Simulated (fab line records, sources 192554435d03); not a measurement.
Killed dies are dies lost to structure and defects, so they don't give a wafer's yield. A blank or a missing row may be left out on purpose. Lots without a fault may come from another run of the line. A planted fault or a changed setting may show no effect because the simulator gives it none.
fab line records | flow n5_finfet | part 1 of 2: steps 1 to 22 of 27
record lots=5 wafers=15 last_day=21
route steps=1938 shown FIN_SAQP@103
lots that met no fault: from a run of the same line without faults
start_h: hours from the record's first day to the start of the lot's first wafer shown | wait_h: hours since the lot's step before | " the same as in the row above | L1.1+2: a row that stands for several wafers | - no value, or no start given | * or withheld: withheld | < > ~ a bound
route shown NAME@n: a module of which the file shows steps, and the number in the route of the first | usual: mean/standard deviation of fault-free wafers | same: alike in all rows | chamber/n: place in a boat | sites: the reading at each site | _std_site: their standard deviation | _edge_site: outer sites' mean less inner sites' | radius_mm: how far each site lies from the wafer's centre | mask NAME#n: copy n | behind: the tool/chamber that last shaped the wafer | hold: why the lot was held/for how many hours/how that ended | device: the transistor (n, p or np) that didn't switch | end of line: the same wafers' tests at the end of the route | a step without rows: its recipe alone | killed: dies lost to structure and defects at the first sort, not the wafer's yield | map: a wafer's dies, x killed, . not, _ none there
set.NAME: the setting as run; set.NAME@STEP: as run at that earlier step | model.NAME: the simulator's own value behind a step, which no gauge read
lots at some steps of the route; a table a step, a row a wafer
services: from which hour (start_h, from the record's first day; less than 0 if before it) a tool's chamber was out of use, for how many hours, and why
## steps
# step N5_FIN_SAQP_COAT_49
# recipe resist=SOC temp_c=250 time_s=60 spin_rpm=1500 resist_thk_nm=100
# columns lot.wafer tool chamber start_h wait_h
L080.1+3+6 litho_track-05 0 57.40 0.1
L081.1+2+4 litho_track-05 0 64.38 0.1
L089.3+5+6 litho_track-04 0 111.05 0.1
L090.1+2+5 litho_track-04 0 117.07 0.1
L095.3+4+5 litho_track-05 0 147.81 0.1
# step N5_FIN_SAQP_COAT_50
# recipe resist=SiARC temp_c=220 time_s=60 spin_rpm=1500 resist_thk_nm=35
# columns lot.wafer tool chamber start_h wait_h
L080.1+3+6 litho_track-05 0 - -
L081.1+2+4 litho_track-05 0 - -
L089.3+5+6 litho_track-04 0 - -
L090.1+2+5 litho_track-04 0 - -
L095.3+4+5 litho_track-05 0 - -
# step N5_FIN_SAQP_COAT_10
# recipe resist=CAR-ArF spin_rpm=1500 resist_thk_nm=90
# columns lot.wafer tool chamber start_h wait_h
L080.1+3+6 litho_track-05 0 - -
L081.1+2+4 litho_track-05 0 - -
L089.3+5+6 litho_track-04 0 - -
L090.1+2+5 litho_track-04 0 - -
L095.3+4+5 litho_track-05 0 - -
# step N5_FIN_SAQP_EBR_12
# recipe solvent=PGMEA ebr_width_mm=1.5
# columns lot.wafer tool chamber start_h wait_h
L080.1+3+6 litho_track-05 0 - -
L081.1+2+4 litho_track-05 0 - -
L089.3+5+6 litho_track-04 0 - -
L090.1+2+5 litho_track-04 0 - -
L095.3+4+5 litho_track-05 0 - -
# step N5_FIN_SAQP_SOFTBAKE_11
# recipe temp_c=110 time_s=60 resist=CAR-ArF
# columns lot.wafer tool chamber start_h wait_h
L080.1+3+6 litho_track-05 0 - -
L081.1+2+4 litho_track-05 0 - -
L089.3+5+6 litho_track-04 0 - -
L090.1+2+5 litho_track-04 0 - -
L095.3+4+5 litho_track-05 0 - -
# step N5_FIN_SAQP_EXPOSE_13
# recipe mask_id=FIN_CORE na=1.35 source_shape=dipole sigma_inner=0.538 sigma_outer=0.738 polarization=te target_cd_nm=35.6 dose_mj=63.25
# usual focus_offset_nm=0.0/0.6
# same na=1.35
# columns lot.wafer tool chamber start_h wait_h mask focus_offset_nm
L080.1 arfi_scanner-03 0 57.64 - FIN_CORE#0 1.4
L080.3 " 0 " " FIN_CORE#0 0.1
L080.6 " 0 " " FIN_CORE#0 0.2
L081.1 arfi_scanner-01 0 65.49 - FIN_CORE#0 0.0
L081.2 " 0 " " FIN_CORE#0 0.1
L081.4 " 0 " " FIN_CORE#0 -0.3
L089.3 arfi_scanner-03 0 111.30 - FIN_CORE#0 -0.3
L089.5 " 0 " " FIN_CORE#0 1.2
L089.6 " 0 " " FIN_CORE#0 0.1
L090.1 arfi_scanner-01 0 117.31 - FIN_CORE#0 0.3
L090.2 " 0 " " FIN_CORE#0 0.0
L090.5 " 0 " " FIN_CORE#0 0.5
L095.3 arfi_scanner-01 0 148.07 - FIN_CORE#0 0.2
L095.4 " 0 " " FIN_CORE#0 0.4
L095.5 " 0 " " FIN_CORE#0 0.2
# step N5_FIN_SAQP_PEB_14
# recipe peb_temp_c=withheld peb_time_s=60 resist=CAR-ArF
# same peb_time_s=60
# columns lot.wafer tool chamber start_h wait_h
L080.1+3+6 litho_track-05 0 57.70 0.1
L081.1+2+4 litho_track-05 0 65.55 0.1
L089.3+5+6 litho_track-04 0 111.35 0.0
L090.1+2+5 litho_track-04 0 117.37 0.1
L095.3+4+5 litho_track-05 0 148.12 0.0
# step N5_FIN_SAQP_DEVELOP_15
# recipe develop_time_s=30 developer=TMAH resist=CAR-ArF dev_temp_c=23 rinse_liquid=diw dry=air_spin
# columns lot.wafer tool chamber start_h wait_h
L080.1+3+6 litho_track-05 0 - -
L081.1+2+4 litho_track-05 0 - -
L089.3+5+6 litho_track-04 0 - -
L090.1+2+5 litho_track-04 0 - -
L095.3+4+5 litho_track-05 0 - -
# step N5_FIN_SAQP_CD_MEAS_16
# recipe target_cd_nm=35.6 landing_energy_ev=500 detector=se_inlens
# usual cd_nm=35.6/0.4
# columns lot.wafer tool chamber start_h wait_h cd_nm
L080.1 cd_sem-02 0 57.77 - 35.6
L080.3 " 0 " " 35.5
L080.6 " 0 " " 34.8
L081.1 cd_sem-03 0 65.62 - 35.3
L081.2 " 0 " " 35.5
L081.4 " 0 " " 35.8
L089.3 cd_sem-03 0 111.42 - 35.7
L089.5 " 0 " " 35.8
L089.6 " 0 " " 35.3
L090.1 cd_sem-03 0 117.44 - 36.5
L090.2 " 0 " " 35.7
L090.5 " 0 " " 35.7
L095.3 cd_sem-03 0 148.19 - 35.4
L095.4 " 0 " " 35.2
L095.5 " 0 " " 35.6
# step N5_FIN_SAQP_OVL_MEAS_17
# recipe points_per_wafer=44
# usual FIN_CORE_OVL=0.0/0.78
# columns lot.wafer tool chamber start_h wait_h FIN_CORE_OVL[nm]
L080.1 overlay-01 0 57.81 0.0 -0.6
L080.3 " 0 " " -0.8
L080.6 " 0 " " -1.0
L081.1 overlay-02 0 65.66 0.0 -0.2
L081.2 " 0 " " -0.7
L081.4 " 0 " " -0.1
L089.3 overlay-02 0 111.46 0.0 1.0
L089.5 " 0 " " 1.0
L089.6 " 0 " " 1.1
L090.1 overlay-02 0 117.48 0.0 0.2
L090.2 " 0 " " -0.7
L090.5 " 0 " " 0.6
L095.3 overlay-02 0 148.23 0.0 -0.3
L095.4 " 0 " " 0.6
L095.5 " 0 " " -0.6
# step N5_FIN_SAQP_INSPECT_18
# recipe mode=adi inspect_instrument=brightfield
# usual raw_defect_count=444/120
# columns lot.wafer tool chamber start_h wait_h raw_defect_count
L080.1 defect_inspect-02 - 57.83 0.0 487
L080.3 " - " " 426
L080.6 " - " " 459
L081.1 defect_inspect-01 - 65.69 0.0 577
L081.2 " - " " 463
L081.4 " - " " 428
L089.3 defect_inspect-01 - 111.48 0.0 292
L089.5 " - " " 422
L089.6 " - " " 245
L090.1 defect_inspect-02 - 117.50 0.0 518
L090.2 " - " " 391
L090.5 " - " " 363
L095.3 defect_inspect-02 - 148.25 0.0 370
L095.4 " - " " 498
L095.5 " - " " 507
# step N5_FIN_SAQP_DESCUM_21
# recipe chemistry=O2 time_s=7.9 source_power_w=50 bias_power_w=20 pressure_mtorr=20 rf_frequency_hz=2.712e+07 temp_c=40 resist=CAR-ArF o2_flow_sccm=225
# usual chamber_pressure_mTorr=20.000/0.019 drypump_motor_current_A=5.67/0.19 oes_product_au=0.77/0.073 rf_vpp_V=243.4/1.4 showerhead_plenum_p_Torr=2.10/0.065 throttle_valve_pct=20.48/0.27
# columns lot.wafer tool chamber start_h wait_h chamber_pressure_mTorr drypump_motor_current_A oes_product_au rf_hours_counter_h rf_vpp_V showerhead_plenum_p_Torr throttle_valve_pct
L080.1 rie_diel-01 3 57.87 0.0 20.002 5.84 0.69 208 243.4 2.05 20.18
L080.3 " 2 " " 19.973 5.63 0.78 120 244.2 2.10 20.74
L080.6 " 3 " " 19.982 5.86 0.69 - 243.3 2.05 20.17
L081.1 rie_diel-01 1 65.72 0.0 20.023 5.55 0.91 29 245.9 2.19 20.24
L081.2 " 3 " " 19.972 5.89 0.70 211 242.9 2.05 20.18
L081.4 " 1 " " 19.976 5.55 0.90 - 245.4 2.19 20.24
L089.3 rie_diel-03 3 111.52 0.0 20.015 5.65 0.81 104 242.9 1.98 20.04
L089.5 " 0 " " 19.964 5.52 0.73 - 243.8 2.09 20.55
L089.6 " 1 " " 20.009 5.78 0.81 - 240.9 2.03 20.68
L090.1 rie_diel-04 2 117.82 0.3 20.045 5.40 0.70 213 244.8 2.16 20.46
L090.2 " 0 " " 19.959 5.88 0.69 248 243.8 2.08 20.95
L090.5 " 2 " " 20.040 5.40 0.70 - 243.1 2.17 20.43
L095.3 rie_diel-03 3 148.40 0.1 20.023 5.65 0.80 114 240.8 1.98 20.07
L095.4 " 1 " " 19.990 5.77 0.80 97 241.2 2.03 20.68
L095.5 " 3 " " 20.002 5.65 0.81 - 240.4 1.98 20.06
# step N5_FIN_SAQP_ETCH_51
# recipe chemistry=CF4 target=SiARC target_depth_a=455 mask_material=CAR-ArF time_s=75.8 ion_energy_ev=80 pressure_mtorr=40 source_w=545 bias_w=36 Ar_flow_sccm=100 cf4_flow_sccm=100 ends=cleared
# usual chamber_pressure_mTorr=40.00/0.041 drypump_motor_current_A=5.67/0.2 etch_rf_on_time_s=77.1/2.7 oes_product_au=0.66/0.062 rf_vpp_V=184.3/1.1 showerhead_plenum_p_Torr=2.16/0.062 throttle_valve_pct=15.70/0.16
# columns lot.wafer tool chamber start_h wait_h chamber_pressure_mTorr drypump_motor_current_A etch_rf_on_time_s oes_product_au rf_hours_counter_h rf_vpp_V showerhead_plenum_p_Torr throttle_valve_pct
L080.1 rie_diel-01 3 57.90 0.0 39.90 5.85 80.0 0.59 208 183.2 2.13 15.63
L080.3 " 2 " " 40.00 5.65 80.7 0.66 120 183.6 2.15 15.91
L080.6 " 3 " " 40.04 5.84 78.8 0.59 - 184.4 2.13 15.64
L081.1 rie_diel-01 1 65.75 0.0 40.06 5.57 75.0 0.77 29 187.2 2.26 15.54
L081.2 " 3 " " 39.96 5.83 79.5 0.59 211 184.7 2.13 15.64
L081.4 " 1 " " 39.93 5.56 74.7 0.78 - 184.6 2.26 15.52
L089.3 rie_diel-03 3 111.55 0.0 39.99 5.65 78.3 0.69 104 184.0 2.07 15.51
L089.5 " 0 " " 39.96 5.54 72.3 0.64 - 183.5 2.12 15.62
L089.6 " 1 " " 39.93 5.80 75.3 0.71 - 182.5 2.07 15.64
L090.1 rie_diel-04 2 117.86 0.0 40.00 5.39 77.3 0.60 213 185.2 2.21 15.71
L090.2 " 0 " " 39.98 5.87 74.7 0.60 248 185.3 2.11 16.06
L090.5 " 2 " " 40.02 5.42 77.8 0.60 - 185.7 2.21 15.70
L095.3 rie_diel-03 3 148.43 0.0 40.03 5.64 78.9 0.67 114 183.6 2.07 15.53
L095.4 " 1 " " 40.07 5.77 75.3 0.70 97 182.0 2.07 15.65
L095.5 " 3 " " 39.99 5.65 78.6 0.67 - 184.0 2.07 15.51
# step N5_FIN_SAQP_ETCH_52
# recipe chemistry=N2/H2 target=SOC target_depth_a=1000 overetch_a=200 mask_material=SiARC temp_c=40 time_s=150 ion_energy_ev=200 pressure_mtorr=30 source_w=840 bias_w=150 n2_flow_sccm=200 h2_flow_sccm=200 ends=end_point
# usual chamber_pressure_mTorr=29.997/0.025 drypump_motor_current_A=5.68/0.2 n2_flow_sccm=200.0/0.55 oes_product_au=0.70/0.059 rf_vpp_V=524.5/2.4 showerhead_plenum_p_Torr=2.56/0.083 throttle_valve_pct=17.95/0.22
# columns lot.wafer tool chamber start_h wait_h chamber_pressure_mTorr drypump_motor_current_A n2_flow_sccm oes_product_au rf_hours_counter_h rf_vpp_V showerhead_plenum_p_Torr throttle_valve_pct
L080.1 rie_diel-01 3 57.96 0.0 30.005 5.86 201.4 0.64 208 523.7 2.52 17.82
L080.3 " 2 " " 30.016 5.64 199.6 0.71 120 524.1 2.57 18.27
L080.6 " 3 " " 30.031 5.87 201.0 0.65 - 522.4 2.52 17.83
L081.1 rie_diel-01 1 65.81 0.0 30.031 5.56 200.2 0.80 29 527.8 2.70 17.83
L081.2 " 3 " " 29.960 5.91 199.3 0.63 211 523.8 2.52 17.84
L081.4 " 1 " " 30.026 5.53 200.1 0.79 - 528.7 2.70 17.82
L089.3 rie_diel-03 3 111.61 0.0 29.956 5.66 201.0 0.74 104 521.4 2.43 17.50
L089.5 " 0 " " 30.005 5.53 199.9 0.65 - 525.3 2.50 17.71
L089.6 " 1 " " 29.966 5.80 199.3 0.74 - 522.9 2.45 17.88
L090.1 rie_diel-04 2 117.91 0.0 30.018 5.41 200.9 0.64 213 525.4 2.64 18.01
L090.2 " 0 " " 29.999 5.86 199.9 0.62 248 523.0 2.49 18.12
L090.5 " 2 " " 29.983 5.42 200.0 0.64 - 526.5 2.64 18.00
L095.3 rie_diel-03 3 148.49 0.0 30.008 5.64 200.1 0.73 114 522.4 2.43 17.54
L095.4 " 1 " " 29.976 5.79 200.3 0.73 97 521.1 2.45 17.91
L095.5 " 3 " " 30.040 5.66 200.7 0.72 - 520.9 2.43 17.56
# step N5_FIN_SAQP_STRIP_53
# recipe chemistry=N2/H2 temp_c=40 n2_flow_sccm=200 h2_flow_sccm=200 rf_frequency_hz=6e+07
# columns lot.wafer tool chamber start_h wait_h
L080.1+3+6 rie_diel-01 3,2,3 58.06 0.0
L081.1+2+4 rie_diel-01 1,3,1 65.91 0.0
L089.3+5+6 rie_diel-03 3,0,1 111.70 0.0
L090.1+2+5 rie_diel-04 2,0,2 118.01 0.0
L095.3+4+5 rie_diel-03 3,1,3 148.59 0.0
# step N5_FIN_SAQP_HM_OPEN_73
# recipe chemistry=CHF3/O2 target=SiO2 stop_on=a-Si target_depth_a=120 over_etch_frac=1.8 mask_material=SOC time_s=16.8 pressure_mtorr=30 source_w=650 bias_w=170 Ar_flow_sccm=200 CHF3_flow_sccm=50 O2_flow_sccm=5 ion_energy_ev=200 ends=end_point
# usual chamber_pressure_mTorr=30.00/0.035 drypump_motor_current_A=5.67/0.19 oes_f_703_au=0.76/0.066 oes_product_au=0.47/0.04 rf_vpp_V=533/21 showerhead_plenum_p_Torr=2.42/0.071 throttle_valve_pct=18.92/0.17
# columns lot.wafer tool chamber start_h wait_h chamber_pressure_mTorr drypump_motor_current_A oes_f_703_au oes_product_au rf_hours_counter_h rf_vpp_V showerhead_plenum_p_Torr throttle_valve_pct
L080.1 rie_diel-01 3 58.07 0.0 30.03 5.87 0.68 0.42 208 544 2.38 18.73
L080.3 " 2 " " 30.03 5.63 0.74 0.48 120 546 2.42 19.17
L080.6 " 3 " " 30.01 5.85 0.68 0.44 - 544 2.38 18.72
L081.1 rie_diel-01 1 65.92 0.0 30.06 5.55 0.85 0.53 29 561 2.55 18.82
L081.2 " 3 " " 30.00 5.85 0.68 0.42 211 546 2.38 18.73
L081.4 " 1 " " 29.98 5.53 0.85 0.54 - 563 2.55 18.82
L089.3 rie_diel-03 3 111.71 0.0 29.96 5.66 0.80 0.49 104 512 2.34 18.80
L089.5 " 0 " " 29.98 5.55 0.76 0.44 - 504 2.39 18.81
L089.6 " 1 " " 30.04 5.76 0.86 0.50 - 499 2.34 18.95
L090.1 rie_diel-04 2 118.02 0.0 30.06 5.38 0.70 0.42 213 536 2.48 18.85
L090.2 " 0 " " 29.98 5.84 0.70 0.41 248 530 2.37 19.25
L090.5 " 2 " " 30.05 5.41 0.69 0.43 - 535 2.48 18.86
L095.3 rie_diel-03 3 148.60 0.0 29.98 5.69 0.81 0.48 114 513 2.34 18.81
L095.4 " 1 " " 29.75 5.78 0.85 0.48 97 500 2.34 18.96
L095.5 " 3 " " 29.99 5.67 0.79 0.49 - 514 2.34 18.83
# step N5_FIN_SAQP_STRIP_74
# recipe chemistry=CHF3/O2 resist=SiARC rf_frequency_hz=6e+07
# columns lot.wafer tool chamber start_h wait_h
L080.1+3+6 rie_diel-01 3,2,3 58.12 0.0
L081.1+2+4 rie_diel-01 1,3,1 65.97 0.0
L089.3+5+6 rie_diel-03 3,0,1 111.77 0.0
L090.1+2+5 rie_diel-04 2,0,2 118.07 0.0
L095.3+4+5 rie_diel-03 3,1,3 148.65 0.0
# step N5_FIN_SAQP_MANDREL_ETCH_22
# recipe target_depth_a=600 chemistry=HBr/Cl2 target=a-Si stop_on=SiNx bt_time_s=10 over_etch_frac=0.5 time_s=30 pressure_mtorr=10 icp_w=800 bias_w=75 HBr_flow_sccm=150 Cl2_flow_sccm=80 ends=end_point
# usual chamber_pressure_mTorr=10.000/0.0089 drypump_motor_current_A=5.8/0.46 oes_product_au=0.767/0.015 throttle_valve_pct=35.3/0.41
# columns lot.wafer tool chamber start_h wait_h chamber_pressure_mTorr drypump_motor_current_A oes_product_au rf_hours_counter_h throttle_valve_pct
L080.1 rie_si-03 2 58.15 0.0 10.004 6.5 0.757 30 35.1
L080.3 " 0 " " 10.005 5.9 0.768 16 35.4
L080.6 " 3 " " 9.998 5.4 0.745 - 34.9
L081.1 rie_si-01 1 66.00 0.0 9.990 5.4 0.767 4 35.6
L081.2 " 2 " " 10.007 5.3 0.755 1 35.4
L081.4 " 0 " " 9.991 6.3 0.779 8 36.3
L089.3 rie_si-01 1 111.80 0.0 10.004 5.4 0.765 5 35.6
L089.5 " 3 " " 9.998 5.5 0.746 - 34.8
L089.6 " 0 " " 10.000 6.3 0.765 - 36.4
L090.1 rie_si-01 0 118.10 0.0 10.003 6.2 0.764 9 36.4
L090.2 " 3 " " 9.997 5.5 0.747 111 34.8
L090.5 " 3 " " 9.991 5.5 0.764 - 34.8
L095.3 rie_si-01 1 148.68 0.0 10.022 5.4 0.766 5 35.6
L095.4 " 3 " " 9.998 5.5 0.755 - 34.7
L095.5 " 1 " " 9.989 5.3 0.778 - 35.6
# step N5_FIN_SAQP_STRIP_55
# recipe chemistry=N2/H2 power_w=500 temp_c=40 pressure_mtorr=50 rf_frequency_hz=6e+07 overash_fraction=0.3 bias_power_w=28 h2_frac=0.5 n2_flow_sccm=300 h2_flow_sccm=300
# usual chamber_pressure_mTorr=50.01/0.065 drypump_motor_current_A=5.67/0.23 n2_flow_sccm=299.9/0.86 oes_product_au=0.78/0.084 rf_vpp_V=121.9/1.4 showerhead_plenum_p_Torr=3.39/0.11 throttle_valve_pct=19.1/0.34
# columns lot.wafer tool chamber start_h wait_h chamber_pressure_mTorr drypump_motor_current_A n2_flow_sccm oes_product_au rf_hours_counter_h rf_vpp_V showerhead_plenum_p_Torr throttle_valve_pct
L080.1 rie_diel-01 1 58.25 0.1 50.10 5.56 299.6 0.91 26 124.0 3.56 19.1
L080.3 " 2 " " 49.94 5.65 300.5 0.78 120 118.3 3.39 19.5
L080.6 " 3 " " 49.93 5.86 299.8 0.69 - 120.2 3.33 19.1
L081.1 rie_diel-03 1 66.10 0.1 49.92 5.78 298.8 0.83 71 123.2 3.25 18.8
L081.2 " 2 " " 50.10 5.98 301.4 0.78 134 121.1 3.50 18.7
L081.4 " 3 " " 49.93 5.66 300.0 0.83 - 121.5 3.22 18.4
L089.3 rie_diel-03 1 111.90 0.1 50.00 5.79 299.4 0.80 88 118.5 3.24 18.8
L089.5 " 2 " " 50.06 5.97 298.9 0.76 - 122.4 3.49 18.7
L089.6 " 1 " " 50.02 5.78 298.4 0.81 - 120.5 3.24 18.8
L090.1 rie_diel-04 0 118.20 0.1 50.02 5.89 300.4 0.70 248 123.0 3.29 18.9
L090.2 " 3 " " 50.04 5.26 299.4 0.76 143 123.5 3.51 19.4
L090.5 " 0 " " 49.94 5.87 301.7 0.69 - 122.4 3.29 19.0
L095.3 rie_diel-04 2 148.78 0.1 50.10 5.40 300.7 0.69 225 120.6 3.48 19.4
L095.4 " 0 " " 50.05 5.89 300.0 0.99 - 119.6 3.29 18.5
L095.5 " 3 " " 50.01 5.26 299.7 0.76 - 121.5 3.50 19.4
# step N5_FIN_SAQP_STRIP_23
# recipe chemistry=SPM time_s=750 temp_c=130 h2so4_h2o2_vol_ratio=4
# columns lot.wafer tool chamber start_h wait_h
L080.1+3+6 wet_bench-02 7,2,6 58.32 -
L081.1+2+4 wet_bench-01 1,6,2 66.17 -
L089.3+5+6 wet_bench-02 0,7,6 111.96 -
L090.1+2+5 wet_bench-01 0,2,3 118.27 -
L095.3+4+5 wet_bench-03 1,0,7 148.85 -
# step N5_FIN_SAQP_SRD_66
# recipe dry=ipa_marangoni time_s=30 temp_c=23 rinse_liquid=diw
# columns lot.wafer tool chamber start_h wait_h
L080.1+3+6 wet_bench-02 7,2,6 58.53 0.0
L081.1+2+4 wet_bench-01 1,6,2 66.38 0.0
L089.3+5+6 wet_bench-02 0,7,6 112.17 0.0
L090.1+2+5 wet_bench-01 0,2,3 118.48 0.0
L095.3+4+5 wet_bench-03 1,0,7 149.06 0.0
# step N5_FIN_SAQP_RECESS_75
# recipe chemistry=HF/NH3 target=SiO2 target_depth_a=144 afs_cycles=3 temp_c=30 sublimation_temp_c=180 sublimation_time_s=60
# usual drypump_motor_current_A=5.6/0.72
# columns lot.wafer tool chamber start_h wait_h drypump_motor_current_A
L080.1 vapor_etch-01 0 58.57 0.0 4.9
L080.3 " 0 " " 4.9
L080.6 " 1 " " 6.4
L081.1 vapor_etch-02 1 66.42 0.0 5.0
L081.2 " 0 " " 6.0
L081.4 " 1 " " 5.0
L089.3 vapor_etch-01 1 112.34 0.1 6.5
L089.5 " 1 " " 6.5
L089.6 " 0 " " 4.9
L090.1 vapor_etch-01 1 118.53 0.0 6.5
L090.2 " 0 " " 4.8
L090.5 " 1 " " 6.5
L095.3 vapor_etch-01 1 149.22 0.1 6.5
L095.4 " 0 " " 4.9
L095.5 " 1 " " 6.5
